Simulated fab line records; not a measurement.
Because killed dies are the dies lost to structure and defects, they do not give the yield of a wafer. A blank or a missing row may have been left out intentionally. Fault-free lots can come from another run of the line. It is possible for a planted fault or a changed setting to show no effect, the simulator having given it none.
fab line records ; flow nand-harc
record lots=14; wafers=42; last-day=34
route steps=1302 shown P_BONDPAD@353 A_ZERO_WELL@400
lots with no fault: from the same line, run without faults
start-h: the number of hours between the record's first day and the start of the first shown wafer of the lot ; wait-h: hours since the lot's step before ; " unchanged from the row above ; L1.1+2: one row covering several wafers at once ; - no value, or no start given ; * or withheld: withheld ; < > ~ a bound
route shown NAME@n: NAME is a module with steps in the file, n the number in the route of the first one ; usual: mean and standard deviation over wafers with no fault ; same: alike in all rows ; chamber/n: place in a boat ; sites: each site's reading ; _std_site: how widely they spread, as a standard deviation ; _edge_site: outer sites' mean less inner sites' ; radius-mm: how far each site lies from the wafer's centre ; mask NAME#n: copy n ; behind: the most recent tool/chamber to have shaped the wafer ; hold: what put the lot on hold/how long, in hours/how the hold closed ; device: which transistor (n, p or np) failed to switch ; end of line: tests run on the same wafers once the route is complete ; step lacking rows: just its recipe ; killed: dies lost to structure and defects at the first sort, not the wafer's yield ; map: per-die view of a wafer (x killed, . not killed, _ where there is no die)
set.NAME: setting as actually run; set.NAME@STEP: the setting as run at that earlier step ; model.NAME: the simulator's own value behind a step, which no gauge read
route steps across a sampled set of lots; one table per step, one row per wafer
services: from which hour (start-h, from the record's first day; less than 0 if before it) a tool's chamber was out of use, for how many hours, and why
## steps
# step NHARC_P_BONDPAD_THK_MEAS_33
# recipe thk-meas-gauge=ellipsometry
# usual thk-nm=200.2/1.3
lot.wafer;tool;chamber;start-h;wait-h;thk-nm
L209.2;film-metro-02;-;143.56;0.2;202.2
L209.3;film-metro-02;-;143.56;0.2;202.9
L209.5;film-metro-02;-;143.56;0.2;201.4
L210.1;film-metro-01;-;150.19;0.2;200.4
L210.4;film-metro-01;-;150.19;0.2;199.6
L210.6;film-metro-01;-;150.19;0.2;199.9
L212.2;film-metro-02;-;176.59;0.2;199.5
L212.3;film-metro-02;-;176.59;0.2;199.8
L212.4;film-metro-02;-;176.59;0.2;200.2
L214.1;film-metro-01;-;192.12;0.2;199.3
L214.2;film-metro-01;-;192.12;0.2;199.9
L214.4;film-metro-01;-;192.12;0.2;200.7
L217.1;film-metro-01;-;212.86;0.2;199.9
L217.4;film-metro-01;-;212.86;0.2;198.9
L217.5;film-metro-01;-;212.86;0.2;200.9
L219.1;film-metro-02;-;239.61;0.2;200.5
L219.2;film-metro-02;-;239.61;0.2;200.1
L219.4;film-metro-02;-;239.61;0.2;203.6
L220.1;film-metro-02;-;243.57;0.1;200.5
L220.4;film-metro-02;-;243.57;0.1;201.1
L220.6;film-metro-02;-;243.57;0.1;202.5
L225.2;film-metro-01;-;296.14;0.2;198.7
L225.4;film-metro-01;-;296.14;0.2;200.7
L225.5;film-metro-01;-;296.14;0.2;201.2
L226.2;film-metro-02;-;302.16;0.2;199.6
L226.4;film-metro-02;-;302.16;0.2;200.2
L226.5;film-metro-02;-;302.16;0.2;198.6
L227.2;film-metro-02;-;311.17;0.2;199.2
L227.5;film-metro-02;-;311.17;0.2;199.9
L227.6;film-metro-02;-;311.17;0.2;200.7
L228.4;film-metro-02;-;325.91;0.2;198.6
L228.5;film-metro-02;-;325.91;0.2;200.6
L228.6;film-metro-02;-;325.91;0.2;200.2
L229.2;film-metro-02;-;333.42;0.2;200.4
L229.3;film-metro-02;-;333.42;0.2;200.0
L229.4;film-metro-02;-;333.42;0.2;201.0
L231.1;film-metro-02;-;350.90;0.2;199.8
L231.2;film-metro-02;-;350.90;0.2;199.8
L231.3;film-metro-02;-;350.90;0.2;200.6
L232.3;film-metro-01;-;367.73;0.2;198.6
L232.5;film-metro-01;-;367.73;0.2;201.5
L232.6;film-metro-01;-;367.73;0.2;202.3
# step NHARC_P_BONDPAD_PRE_CLEAN_26
# recipe time-s=30; temp-c=280; gas=H2/He
# usual heater-power-w=398/44
lot.wafer;tool;chamber;start-h;wait-h;heater-power-w
L209.3;pvd-sputter-03;-;-;-;378
L209.2;pvd-sputter-03;-;-;-;303
L209.5;pvd-sputter-03;-;-;-;398
L210.4;pvd-sputter-02;-;-;-;431
L210.1;pvd-sputter-02;-;-;-;403
L210.6;pvd-sputter-02;-;-;-;359
L212.2;pvd-sputter-01;-;-;-;375
L212.4;pvd-sputter-01;-;-;-;493
L212.3;pvd-sputter-01;-;-;-;443
L214.1;pvd-sputter-01;-;-;-;373
L214.4;pvd-sputter-01;-;-;-;375
L214.2;pvd-sputter-01;-;-;-;489
L217.4;pvd-sputter-01;-;-;-;497
L217.1;pvd-sputter-01;-;-;-;439
L217.5;pvd-sputter-01;-;-;-;374
L219.2;pvd-sputter-02;-;-;-;433
L219.1;pvd-sputter-02;-;-;-;409
L219.4;pvd-sputter-02;-;-;-;372
L220.1;pvd-sputter-03;-;-;-;390
L220.4;pvd-sputter-03;-;-;-;386
L220.6;pvd-sputter-03;-;-;-;383
L225.2;pvd-sputter-01;-;-;-;386
L225.4;pvd-sputter-01;-;-;-;485
L225.5;pvd-sputter-01;-;-;-;387
L226.4;pvd-sputter-02;-;-;-;415
L226.2;pvd-sputter-02;-;-;-;350
L226.5;pvd-sputter-02;-;-;-;408
L227.2;pvd-sputter-01;-;-;-;486
L227.6;pvd-sputter-01;-;-;-;490
L227.5;pvd-sputter-01;-;-;-;431
L228.4;pvd-sputter-01;-;-;-;475
L228.6;pvd-sputter-01;-;-;-;429
L228.5;pvd-sputter-01;-;-;-;384
L229.3;pvd-sputter-01;-;-;-;488
L229.2;pvd-sputter-01;-;-;-;374
L229.4;pvd-sputter-01;-;-;-;369
L231.1;pvd-sputter-02;-;-;-;414
L231.3;pvd-sputter-02;-;-;-;343
L231.2;pvd-sputter-02;-;-;-;353
L232.3;pvd-sputter-01;-;-;-;382
L232.6;pvd-sputter-01;-;-;-;426
L232.5;pvd-sputter-01;-;-;-;385
# step NHARC_P_BONDPAD_PVD_17
# recipe target-thk-a=50; bias-v=168.6; power-w=15000; chamber-pressure-pa=0.12; time-s=8.06; substrate-temp-c=50; material=TaN
# usual cathode-dc-power-W=15000/2.8; substrate-temp-c=49.99/0.12; throttle-valve-pct=29.8/0.92
lot.wafer;tool;chamber;start-h;wait-h;cathode-dc-power-W;substrate-temp-c;throttle-valve-pct
L209.3;pvd-sputter-03;-;-;-;15002;49.83;30.1
L209.2;pvd-sputter-03;-;-;-;15002;49.81;29.9
L209.5;pvd-sputter-03;-;-;-;15000;49.90;30.6
L210.1;pvd-sputter-02;-;-;-;14998;49.99;28.1
L210.4;pvd-sputter-02;-;-;-;14998;50.09;31.2
L210.6;pvd-sputter-02;-;-;-;14999;49.92;28.1
L212.2;pvd-sputter-01;-;-;-;14997;50.12;29.2
L212.3;pvd-sputter-01;-;-;-;14999;49.90;28.8
L212.4;pvd-sputter-01;-;-;-;15000;50.01;30.6
L214.2;pvd-sputter-01;-;-;-;14995;50.05;29.4
L214.1;pvd-sputter-01;-;-;-;15005;49.91;30.6
L214.4;pvd-sputter-01;-;-;-;15001;49.89;28.6
L217.1;pvd-sputter-01;-;-;-;15004;50.03;29.4
L217.4;pvd-sputter-01;-;-;-;15003;49.95;29.2
L217.5;pvd-sputter-01;-;-;-;15000;50.12;30.6
L219.1;pvd-sputter-02;-;-;-;14999;49.85;31.2
L219.2;pvd-sputter-02;-;-;-;14996;49.90;29.4
L219.4;pvd-sputter-02;-;-;-;15003;50.23;28.7
L220.1;pvd-sputter-03;-;-;-;14997;49.92;31.1
L220.4;pvd-sputter-03;-;-;-;14997;49.90;30.2
L220.6;pvd-sputter-03;-;-;-;14999;49.97;31.0
L225.4;pvd-sputter-01;-;-;-;15005;50.12;29.9
L225.2;pvd-sputter-01;-;-;-;15000;49.93;29.5
L225.5;pvd-sputter-01;-;-;-;15002;50.09;30.2
L226.4;pvd-sputter-02;-;-;-;15000;50.28;31.6
L226.2;pvd-sputter-02;-;-;-;14997;49.84;29.0
L226.5;pvd-sputter-02;-;-;-;15000;50.14;31.6
L227.2;pvd-sputter-01;-;-;-;15001;50.01;29.7
L227.6;pvd-sputter-01;-;-;-;14998;50.15;29.9
L227.5;pvd-sputter-01;-;-;-;15004;50.00;29.4
L228.4;pvd-sputter-01;-;-;-;15003;49.96;29.3
L228.5;pvd-sputter-01;-;-;-;15001;50.09;29.5
L228.6;pvd-sputter-01;-;-;-;15001;50.00;29.8
L229.2;pvd-sputter-01;-;-;-;15002;49.93;29.6
L229.3;pvd-sputter-01;-;-;-;15002;49.99;30.0
L229.4;pvd-sputter-01;-;-;-;14998;49.87;30.1
L231.1;pvd-sputter-02;-;-;-;15000;49.77;31.0
L231.3;pvd-sputter-02;-;-;-;14997;49.79;29.1
L231.2;pvd-sputter-02;-;-;-;15003;50.00;31.3
L232.3;pvd-sputter-01;-;-;-;15002;49.92;29.9
L232.5;pvd-sputter-01;-;-;-;15006;50.02;29.3
L232.6;pvd-sputter-01;-;-;-;14999;49.94;29.9
# step NHARC_A_ZERO_WELL_DEVELOP_09
# recipe time-s=50; dev-temp-c=22
# usual chill-plate-temp-C=22.97/0.1; developer-temp-C=21.99/0.1; exhaust-pa=44.7/0.9
lot.wafer;tool;chamber;start-h;wait-h;chill-plate-temp-C;developer-temp-C;exhaust-pa
L209.2;litho-track-02;0;149;-;22.82;21.98;46.0
L209.3;litho-track-02;0;149;-;22.84;21.91;44.8
L209.5;litho-track-02;0;149;-;22.95;21.80;46.5
L210.1;litho-track-05;0;154;-;23.03;21.96;44.0
L210.4;litho-track-05;0;154;-;22.76;21.85;43.7
L210.6;litho-track-05;0;154;-;22.86;22.03;43.9
L212.2;litho-track-07;0;181;-;22.89;21.84;44.4
L212.3;litho-track-07;0;181;-;22.83;21.94;44.5
L212.4;litho-track-07;0;181;-;22.97;21.92;44.6
L214.1;litho-track-05;0;196;-;23.24;21.81;43.6
L214.2;litho-track-05;0;196;-;23.13;21.98;43.9
L214.4;litho-track-05;0;196;-;23.21;21.80;44.5
L217.1;litho-track-02;0;217;-;23.05;22.06;44.7
L217.4;litho-track-02;0;217;-;23.04;22.07;44.9
L217.5;litho-track-02;0;217;-;22.99;22.19;45.3
L219.1;litho-track-07;-;244;-;-;-;-
L219.2;litho-track-07;-;244;-;-;-;-
L219.4;litho-track-07;-;244;-;-;-;-
L220.1;litho-track-07;-;247;-;-;-;-
L220.4;litho-track-07;-;247;-;-;-;-
L220.6;litho-track-07;-;247;-;-;-;-
L225.2;litho-track-02;0;300;-;23.06;21.86;45.2
L225.4;litho-track-02;0;300;-;23.05;22.11;44.5
L225.5;litho-track-02;0;300;-;23.17;22.06;44.9
L226.2;litho-track-07;0;306;-;22.83;22.01;45.8
L226.4;litho-track-07;0;306;-;22.91;22.17;45.5
L226.5;litho-track-07;0;306;-;23.02;22.10;45.7
L227.2;litho-track-07;0;315;-;23.01;22.14;44.9
L227.5;litho-track-07;0;315;-;23.04;22.03;44.2
L227.6;litho-track-07;0;315;-;22.89;22.09;44.3
L228.4;litho-track-05;0;330;-;23.00;22.12;45.2
L228.5;litho-track-05;0;330;-;22.97;21.93;45.3
L228.6;litho-track-05;0;330;-;22.99;22.00;44.7
L229.2;litho-track-02;0;337;-;23.00;22.02;43.8
L229.3;litho-track-02;0;337;-;22.76;22.01;44.4
L229.4;litho-track-02;0;337;-;22.98;21.98;44.1
L231.1;litho-track-05;0;355;-;22.95;22.13;46.9
L231.2;litho-track-05;0;355;-;22.96;22.17;44.1
L231.3;litho-track-05;0;355;-;22.98;21.97;45.0
L232.3;litho-track-02;0;372;-;23.02;21.83;45.3
L232.5;litho-track-02;0;372;-;22.95;22.21;45.8
L232.6;litho-track-02;0;372;-;22.86;21.97;45.6
## services
tool;chamber;start-h;hours;kind
litho-track-05;-;124.04;7.0;pm
pvd-sputter-03;-;170.00;10.0;pm
pvd-sputter-01;-;201.51;0.7;repair
pvd-sputter-01;-;226.00;10.0;pm
litho-track-02;-;227.00;7.0;pm
litho-track-07;-;251.00;7.0;pm
pvd-sputter-02;-;282.03;10.0;pm
litho-track-05;-;299.04;7.0;pm
pvd-sputter-03;-;348.00;10.0;pm
## key
first-sign step=NHARC_A_ZERO_WELL_DEVELOP_09; reading=tool-record; direction=missing
effect none on later readings
met-at NHARC_A_ZERO_WELL_DEVELOP_09
struck-lots L219,L220
later-rows-left-out L219.1,L219.2,L219.4,L220.1,L220.4,L220.6
sort-left-out L219.1,L219.2,L219.4,L220.1,L220.4,L220.6
tester-left-out L219,L220
not-acting-at NHARC_P_BONDPAD_THK_MEAS_33,NHARC_P_BONDPAD_PRE_CLEAN_26,NHARC_P_BONDPAD_PVD_17
onset-between 181 244
fault kind=skipped-step-whole; tool=litho-track-07; chamber=-; onset-h=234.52; steps=NHARC_A_ZERO_WELL_DEVELOP_09; scope=struck-lots-only
# tester-left-out: of these lots the tester's yield and bins aren't shown, on N5 and GAA mostly nor the transistor test; their killed dies are dies lost to structure and defects alone, not to doping, threshold or leakage, so they don't give the yield
# sort-left-out: the simulated sort isn't trusted on such a fault, so these wafers' sort isn't shown, and their yield isn't known
# later-rows-left-out: the simulator's readings of these wafers behind a module that went badly wrong aren't trusted and aren't shown, but for the sort
